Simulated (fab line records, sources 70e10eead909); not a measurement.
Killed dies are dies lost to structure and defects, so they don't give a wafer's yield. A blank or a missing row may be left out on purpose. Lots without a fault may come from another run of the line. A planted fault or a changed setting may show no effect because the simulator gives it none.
Chamber matching | flow nand_harc | NHARC_A_BLC_CMP_25 on cmp-04: 4 sister chambers
The step polishes, t overpolish 30 s, target thk 150 nm. 4 wafers are shown with their chamber, then 8 later ones without.

WAFERS WITH THEIR CHAMBER
wafer  | chamber | motor_current_A (A)
L089.2 | 0       | 9.7
L089.5 | 2       | 12.6
L089.4 | 1       | 16.4
L087.3 | 3       | 12.9

WAFERS WITHOUT THEIR CHAMBER
wafer  | motor_current_A (A)
L087.5 | 12.5
L087.6 | 12.4
L091.2 | 12.9
L091.4 | 15.7
L091.5 | 11.9
L091.1 | 11.8
L091.3 | 9.3
L091.6 | 12.0

WHICH CHAMBER EACH WENT THROUGH
wafer  | from the rows above     | in truth
L087.5 | can't be placed: 2 or 3 | 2
L087.6 | can't be placed: 2 or 3 | 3
L091.2 | can't be placed: 3 or 2 | 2
L091.4 | 1                       | 1
L091.5 | can't be placed: 2 or 3 | 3
L091.1 | can't be placed: 2 or 3 | 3
L091.3 | 0                       | 0
L091.6 | can't be placed: 2 or 3 | 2
Placed correctly: 2 of 8. Can't be placed from these rows: 6 (the true chamber is among the candidates in 6). Placed wrongly: 0.
How it was worked out, from the rows above alone: a wafer's distance from a chamber is the root of the sum, over the readings, of the square of ((its reading less the chamber's mean) divided by the reading's scatter). The wafer belongs to the nearest chamber; if the next one is less than 2 further off, it can't be placed. A chamber's mean is the mean of its shown wafers. The scatter: with one shown wafer a chamber, the root of the mean of the squares of how far each hidden wafer lies from its nearest shown one.
